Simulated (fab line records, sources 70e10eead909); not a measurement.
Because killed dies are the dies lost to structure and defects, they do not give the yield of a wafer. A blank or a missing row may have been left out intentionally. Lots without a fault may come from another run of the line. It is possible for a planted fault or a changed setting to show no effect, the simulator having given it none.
Chamber matching + flow nand_harc + NHARC_P_BONDPAD_ACTIVATE_29 on rie_diel-06: 4 sister chambers
The step chemistry N2, time 60 s. 14 wafers are shown with their chamber, then 7 later ones without.

WAFERS PAIRED WITH THEIR CHAMBERS
| wafer  | chamber | drypump_motor_current_A (A) | showerhead_plenum_p_Torr (Torr) | oes_product_au (a.u.) |
|--------|---------|-----------------------------|---------------------------------|-----------------------|
| L078.1 | 0       | 4.7                         | 1.73                            | 1.003                 |
| L078.4 | 3       | 6.0                         | 1.84                            | 1.014                 |
| L078.5 | 1       | 6.1                         | 1.80                            | 1.012                 |
| L081.2 | 2       | 5.8                         | 1.81                            | 1.000                 |
| L081.3 | 0       | 4.7                         | 1.73                            | 1.006                 |
| L081.6 | 3       | 6.0                         | 1.84                            | 1.015                 |
| L088.2 | 0       | 4.7                         | 1.73                            | 1.004                 |
| L088.3 | 1       | 6.0                         | 1.80                            | 0.997                 |
| L088.5 | 2       | 5.8                         | 1.81                            | 1.008                 |
| L091.2 | 2       | 5.8                         | 1.81                            | 1.010                 |
| L091.4 | 0       | 4.7                         | 1.72                            | 1.003                 |
| L091.5 | 1       | 6.0                         | 1.80                            | 1.001                 |
| L092.2 | 0       | 4.7                         | 1.73                            | 1.007                 |
| L092.4 | 3       | 6.0                         | 1.84                            | 0.999                 |

SIGNATURES (means of the wafers above)
| reading                  | chamber 0 | chamber 1 | chamber 2 | chamber 3 | scatter within a chamber |
|--------------------------|-----------|-----------|-----------|-----------|--------------------------|
| drypump_motor_current_A  | 4.700     | 6.033     | 5.800     | 6.000     | 0.0258                   |
| showerhead_plenum_p_Torr | 1.7280    | 1.8000    | 1.8100    | 1.8400    | 0.00283                  |
| oes_product_au           | 1.00460   | 1.00333   | 1.00600   | 1.00933   | 0.00592                  |
Rule: a wafer's distance from a chamber is the root of the sum, over the readings, of the square of ((its reading less the chamber's mean) divided by the reading's scatter). The wafer belongs to the nearest chamber; if the next one is less than 2 further off, it can't be placed. How the scatter is found: for the shown wafers, subtract from each reading the mean of its chamber, square and add these, divide the total by (wafers less chambers), then take the root.

WAFERS MISSING THEIR CHAMBER
| wafer  | drypump_motor_current_A (A) | showerhead_plenum_p_Torr (Torr) | oes_product_au (a.u.) |
|--------|-----------------------------|---------------------------------|-----------------------|
| L092.5 | 4.7                         | 1.73                            | 0.999                 |
| L096.2 | 6.1                         | 1.80                            | 1.006                 |
| L096.4 | 6.0                         | 1.84                            | 1.000                 |
| L096.6 | 6.0                         | 1.84                            | 1.007                 |
| L097.2 | 6.1                         | 1.80                            | 0.996                 |
| L097.4 | 4.7                         | 1.72                            | 0.994                 |
| L097.6 | 6.0                         | 1.80                            | 0.998                 |

WHICH CHAMBER EACH WENT THROUGH
| wafer  | from the rows above | in truth |
|--------|---------------------|----------|
| L092.5 | 0                   | 0        |
| L096.2 | 1                   | 1        |
| L096.4 | 3                   | 3        |
| L096.6 | 3                   | 3        |
| L097.2 | 1                   | 1        |
| L097.4 | 0                   | 0        |
| L097.6 | 1                   | 1        |
Correct placement for 7 of the 7. Number that these rows cannot place: 0. Number placed wrongly: 0.
